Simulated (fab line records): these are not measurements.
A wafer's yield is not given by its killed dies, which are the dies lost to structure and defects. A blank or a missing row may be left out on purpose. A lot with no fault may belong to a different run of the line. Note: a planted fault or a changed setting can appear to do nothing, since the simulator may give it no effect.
Matching of chambers	flow nand harc	NHARC_P_M0_PRE_CLEAN_31 on pecvd-02: 3 sister chambers
The step time 12 s. 22 wafers are shown with their chamber, then 11 later ones without.

## WAFERS, EACH WITH ITS CHAMBER
wafer	chamber	heater power outer w (W)	heater power w (W)	susceptor temp C (C)
L074.1	2	344	625	369.99
L074.3	1	468	785	370.22
L074.4	0	395	635	369.75
L075.2	1	411	695	370.11
L075.5	2	340	624	370.13
L075.6	1	402	668	370.12
L083.1	2	264	519	370.17
L083.4	0	341	556	370.20
L083.5	1	434	709	369.48
L082.2	1	493	761	370.18
L082.5	1	478	756	369.97
L082.6	2	306	590	369.88
L085.2	0	412	664	369.96
L085.3	2	326	610	369.90
L085.6	0	414	656	369.85
L086.2	0	332	536	369.90
L086.3	2	293	560	370.31
L086.4	1	419	686	370.07
L087.2	1	400	650	370.29
L087.4	2	334	620	369.88
L087.5	1	400	652	369.95
L089.1	2	289	568	370.10

SIGNATURES, as means of the wafers listed above
reading	chamber 0	chamber 1	chamber 2	scatter within a chamber
heater power outer w	378.80	433.89	312.00	34.5
heater power w	609.40	706.89	589.50	48.1
susceptor temp C	369.9320	370.0433	370.0450	0.198
Rule: distance of a wafer from a chamber = root of the sum over the readings of ((wafer's reading minus chamber's mean) / reading's scatter) squared. The wafer belongs to the nearest chamber; if the next one is less than 2 further off, it can't be placed. The scatter: the root of (the sum of the squares of (reading less its chamber's mean) over the shown wafers, divided by (wafers less chambers)).

## WAFERS WHOSE CHAMBER IS MISSING
wafer	heater power outer w (W)	heater power w (W)	susceptor temp C (C)
L089.4	387	613	369.67
L089.6	286	566	370.14
L091.4	415	655	370.33
L091.5	448	717	369.76
L091.6	325	621	370.26
L095.1	473	740	369.66
L095.2	326	605	370.14
L095.6	348	581	370.02
L097.2	299	565	369.86
L097.5	342	553	369.74
L097.6	304	579	369.83

## EACH ONE'S CHAMBER
wafer	from the rows above	in truth
L089.4	can't be placed: 0 or 2 or 1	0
L089.6	2	2
L091.4	can't be placed: 1 or 0 or 2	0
L091.5	can't be placed: 1 or 0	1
L091.6	can't be placed: 2 or 0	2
L095.1	can't be placed: 1 or 0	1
L095.2	can't be placed: 2 or 0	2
L095.6	can't be placed: 2 or 0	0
L097.2	can't be placed: 2 or 0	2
L097.5	can't be placed: 0 or 2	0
L097.6	can't be placed: 2 or 0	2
Correctly placed: 1 of 11. Unplaceable from these rows: 10, with the true chamber sitting among the candidates in 10. Number placed wrongly: 0.
